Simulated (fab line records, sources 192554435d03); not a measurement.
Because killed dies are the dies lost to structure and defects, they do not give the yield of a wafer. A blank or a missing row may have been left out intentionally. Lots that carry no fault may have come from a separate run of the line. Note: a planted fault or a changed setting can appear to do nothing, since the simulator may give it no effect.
Which tool is to blame? :: flow n5 finfet :: 30 wafers from 10 lots sampled at 3 of the route's 1938 steps

## WHAT THE GAUGES SHOWED, per wafer
N5_BEOL_M15_INSPECT_12: inspects for defects (macro).
lot: L788
measured: day 12 14:31
on: defect inspect-02
raw defect count: 3 2 0

lot: L792
measured: day 13 09:45
on: defect inspect-02
raw defect count: 2 1 1

lot: L791
measured: day 13 10:04
on: defect inspect-01
raw defect count: 4 4 0

lot: L793
measured: day 13 18:35
on: defect inspect-01
raw defect count: 3 3 4

lot: L794
measured: day 14 11:43
on: defect inspect-01
raw defect count: 3 0 1

lot: L799
measured: day 15 16:55
on: defect inspect-01
raw defect count: 4 3 1

lot: L800
measured: day 15 18:01
on: defect inspect-02
raw defect count: 1 3 3

lot: L802
measured: day 16 04:16
on: defect inspect-01
raw defect count: 1 3 0

lot: L804
measured: day 16 14:44
on: defect inspect-02
raw defect count: 1 2 4

lot: L810
measured: day 18 12:06
on: defect inspect-02
raw defect count: 2 3 1

## WHAT TOOL EACH LOT RAN ON (gives the tool, then ch and the chambers of the sampled wafers, and finally the start)
lot: L788
N5_BEOL_M14_ETCH_38: rie diel-03 ch 0,3, day 12 13:40 or earlier
N5_BEOL_M14_DEP_53: pecvd-04 ch 0,2, day 12 13:40

lot: L792
N5_BEOL_M14_ETCH_38: rie diel-03 ch 0,1,2, day 13 08:53 or earlier
N5_BEOL_M14_DEP_53: pecvd-01 ch 0,1, day 13 08:53

lot: L791
N5_BEOL_M14_ETCH_38: rie diel-06 ch 1,2, day 13 09:12 or earlier
N5_BEOL_M14_DEP_53: pecvd-03 ch 0,1,2, day 13 09:12

lot: L793
N5_BEOL_M14_ETCH_38: rie diel-01 ch 0,3, day 13 17:43 or earlier
N5_BEOL_M14_DEP_53: pecvd-03 ch 1,2, day 13 17:43

lot: L794
N5_BEOL_M14_ETCH_38: rie diel-06 ch 0,1, day 14 10:51 or earlier
N5_BEOL_M14_DEP_53: pecvd-01 ch 1,2, day 14 10:51

lot: L799
N5_BEOL_M14_ETCH_38: rie diel-01 ch 1,2, day 15 16:04 or earlier
N5_BEOL_M14_DEP_53: pecvd-03 ch 0,1, day 15 16:04

lot: L800
N5_BEOL_M14_ETCH_38: rie diel-03 ch 1,2, day 15 17:08 or earlier
N5_BEOL_M14_DEP_53: pecvd-04 ch 0,1, day 15 17:08

lot: L802
N5_BEOL_M14_ETCH_38: rie diel-03 ch 0,3, day 16 03:25 or earlier
N5_BEOL_M14_DEP_53: pecvd-03 ch 0,1, day 16 03:25

lot: L804
N5_BEOL_M14_ETCH_38: rie diel-03 ch 1,2,3, day 16 14:00 or earlier
N5_BEOL_M14_DEP_53: pecvd-04 ch 0,1,2, day 16 14:00

lot: L810
N5_BEOL_M14_ETCH_38: rie diel-01 ch 1,3, day 18 11:03 or earlier
N5_BEOL_M14_DEP_53: pecvd-04 ch 0,1,2, day 18 11:03
- N5_BEOL_M14_ETCH_38: etches SiCN in CF4/N2, target depth 106.5 nm, time 120.6 s.
- N5_BEOL_M14_DEP_53: deposits SiCN from 3MS/NH3, target thk 50 nm, time 17.8 s.

## THE ANSWER, worked out from the rows above alone
Rule: the lots themselves supply what counts as usual. The widest of any qualifying gaps counts: lots, ordered by their means at a reading, are off when they make up no more than a third of the lots, leave a main group of 4 or more, and stand apart from it by 3 or more times the standard deviation of that group's means. A main group is skipped when, at the precision printed for the reading in the tables above, its means are all equal. A lot without any number at a reading at which 4 lots or more have one is off too. Where the step has rows for the other lots, those lots are counted as sound.
No lot is off at any reading shown: from this, nothing can be told.

## WHAT THE SIMULATOR HAD PUT IN
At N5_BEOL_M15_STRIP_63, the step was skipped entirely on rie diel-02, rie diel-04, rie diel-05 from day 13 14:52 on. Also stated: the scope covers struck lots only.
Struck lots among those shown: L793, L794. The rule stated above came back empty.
